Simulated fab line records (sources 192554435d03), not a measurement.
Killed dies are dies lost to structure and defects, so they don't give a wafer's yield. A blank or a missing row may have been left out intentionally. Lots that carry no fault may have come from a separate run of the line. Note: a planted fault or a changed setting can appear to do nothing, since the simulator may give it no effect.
Which tool did it? | flow n5 finfet | 69 wafers from 23 lots sampled at 2 of the route's 1938 steps

## WHAT THE GAUGES READ, wafer by wafer
N5_HKMG_FIN_INSPECT_14: inspects for defects (macro).
lot  | measured    | on                | raw defect count
L074 | day 4 02:41 | defect inspect-02 | 2 2 1
L076 | day 4 23:32 | defect inspect-01 | 1 3 2
L077 | day 5 04:07 | defect inspect-02 | 0 2 0
L078 | day 5 09:45 | defect inspect-01 | 5 3 1
L079 | day 5 13:05 | defect inspect-01 | 1 5 2
L080 | day 5 15:49 | defect inspect-02 | 5 4 2
L081 | day 6 00:05 | defect inspect-02 | 2 0 1
L082 | day 6 03:53 | defect inspect-01 | 3 1 0
L083 | day 6 08:23 | defect inspect-01 | 2 0 0
L084 | day 6 17:07 | defect inspect-02 | 6 4 1
L085 | day 7 05:49 | defect inspect-02 | 0 1 2
L086 | day 7 06:38 | defect inspect-02 | 0 2 3
L087 | day 7 12:38 | defect inspect-01 | 2 2 2
L088 | day 7 19:58 | defect inspect-02 | 2 3 3
L089 | day 7 21:11 | defect inspect-02 | 2 3 4
L090 | day 8 09:13 | defect inspect-02 | 4 3 3
L091 | day 8 13:34 | defect inspect-01 | 0 1 0
L092 | day 8 20:38 | defect inspect-02 | 1 3 2
L093 | day 9 01:07 | defect inspect-02 | 3 0 10
L094 | day 9 07:04 | defect inspect-01 | 2 1 2
L095 | day 9 09:34 | defect inspect-01 | 1 1 2
L096 | day 9 17:26 | defect inspect-02 | 1 0 2
L097 | day 9 20:13 | defect inspect-01 | 4 1 1

## EACH LOT AND THE TOOL THAT RAN IT (in order: tool; ch and the chambers of the sampled wafers; start)
lot  | N5_HKMG_FIN_STRIP_93
L074 | rie diel-06 ch 1,2, day 4 00:04
L076 | rie diel-05 ch 0,1,2, day 4 21:03
L077 | rie diel-06 ch 0,1, day 5 01:28
L078 | rie diel-06 ch 1,3, day 5 07:15
L079 | rie diel-06 ch 1,2, day 5 10:19
L080 | rie diel-05 ch 0,1,2, day 5 13:18
L081 | rie diel-05 ch 0,1,2, day 5 21:37
L082 | rie diel-06 ch 0,1,2, day 6 01:24
L083 | rie diel-05 ch 0,2, day 6 05:47
L084 | rie diel-06 ch 0,1,3, day 6 14:36
L085 | rie diel-06 ch 0,2, day 7 02:59
L086 | rie diel-05 ch 0,1,3, day 7 04:08
L087 | rie diel-05 ch 1,2, day 7 09:59
L088 | rie diel-05 ch 0,1,3, day 7 17:29
L089 | rie diel-06 ch 0,2, day 7 18:34
L090 | rie diel-02 ch 1,2,3, day 8 06:42
L091 | rie diel-02 ch 0,1,3, day 8 10:56
L092 | rie diel-02 ch 0,2,3, day 8 18:08
L093 | rie diel-06 ch 0,2,3, day 8 22:19
L094 | rie diel-06 ch 1,2,3, day 9 04:31
L095 | rie diel-05 ch 1,3, day 9 07:05
L096 | rie diel-02 ch 1,3, day 9 14:57
L097 | rie diel-02 ch 1,3, day 9 17:32
- N5_HKMG_FIN_STRIP_93: strips SOC in N2/H2, time 20 s.

## WHAT THE TOOLS THEMSELVES READ (means of the sampled wafers that have a number; where no wafer has one, the mark that the record gives instead)
N5_HKMG_FIN_STRIP_93.
lot  | tool        | drypump motor current A (A) | h2 flow sccm (sccm) | oes product au (a.u.) | rf vpp V (V) | showerhead plenum p Torr (Torr) | throttle valve pct (%)
L074 | rie diel-06 | 5.6                         | 300.6               | 0.76                  | 54.4         | 3.45                            | 18.7
L076 | rie diel-05 | 5.5                         | 300.1               | 0.82                  | 53.7         | 3.43                            | 19.0
L077 | rie diel-06 | 5.9                         | 300.8               | 0.73                  | 54.2         | 3.43                            | 19.0
L078 | rie diel-06 | 5.7                         | 299.5               | 0.77                  | 54.2         | 3.45                            | 18.8
L079 | rie diel-06 | 5.6                         | 300.7               | 0.79                  | 54.9         | 3.42                            | 18.8
L080 | rie diel-05 | 5.5                         | 300.2               | 0.80                  | 55.1         | 3.43                            | 19.0
L081 | rie diel-05 | 5.5                         | 301.0               | 0.81                  | 54.3         | 3.42                            | 19.0
L082 | rie diel-06 | 5.9                         | 299.4               | 0.75                  | 54.2         | 3.40                            | 19.1
L083 | rie diel-05 | 5.1                         | 300.4               | 0.76                  | 55.0         | 3.45                            | 18.9
L084 | rie diel-06 | 5.9                         | 299.5               | 0.76                  | 53.9         | 3.39                            | 19.2
L085 | rie diel-06 | 5.8                         | 300.2               | 0.77                  | 53.6         | 3.37                            | 19.2
L086 | rie diel-05 | 5.7                         | 300.2               | 0.83                  | 54.9         | 3.43                            | 19.0
L087 | rie diel-05 | 5.3                         | 298.9               | 0.78                  | 53.7         | 3.46                            | 19.1
L088 | rie diel-05 | 5.7                         | 299.7               | 0.82                  | 53.8         | 3.42                            | 19.0
L089 | rie diel-06 | 5.8                         | 298.8               | 0.77                  | 54.2         | 3.37                            | 19.2
L090 | rie diel-02 | 5.8                         | 300.6               | 0.74                  | 53.9         | 3.35                            | 19.2
L091 | rie diel-02 | 6.3                         | 300.4               | 0.79                  | 54.4         | 3.43                            | 19.2
L092 | rie diel-02 | 5.8                         | 300.5               | 0.79                  | 55.1         | 3.42                            | 19.3
L093 | rie diel-06 | 5.9                         | 299.1               | 0.77                  | 54.4         | 3.36                            | 19.3
L094 | rie diel-06 | 5.6                         | 300.2               | 0.77                  | 54.0         | 3.40                            | 18.9
L095 | rie diel-05 | 5.7                         | 300.5               | 0.81                  | 54.5         | 3.47                            | 19.1
L096 | rie diel-02 | 6.0                         | 300.2               | 0.75                  | 54.2         | 3.36                            | 19.3
L097 | rie diel-02 | 6.2                         | 300.4               | 0.73                  | 54.2         | 3.34                            | 19.1

## THE ANSWER, worked out from the rows above alone
Rule: the usual values come from the lots themselves. The widest of any qualifying gaps counts: lots, ordered by their means at a reading, are off when they make up no more than a third of the lots, leave a main group of 4 or more, and stand apart from it by 3 or more times the standard deviation of that group's means. Not used: any main group whose means are identical at the precision the tables above print for the reading. Also off: a lot with no number at a reading for which 4 or more lots have one. All remaining lots with rows at the step are treated as sound. Order of review: gauges by route order, followed by the tools' own readings, for which a lot's mean as printed above is used. The first step at which some lot is off is used, and at that step the reading that is off furthest; a lot without a number counts as furthest.
Nothing can be told from this: no lot is off at any reading shown.

## WHAT THE SIMULATOR PUT IN
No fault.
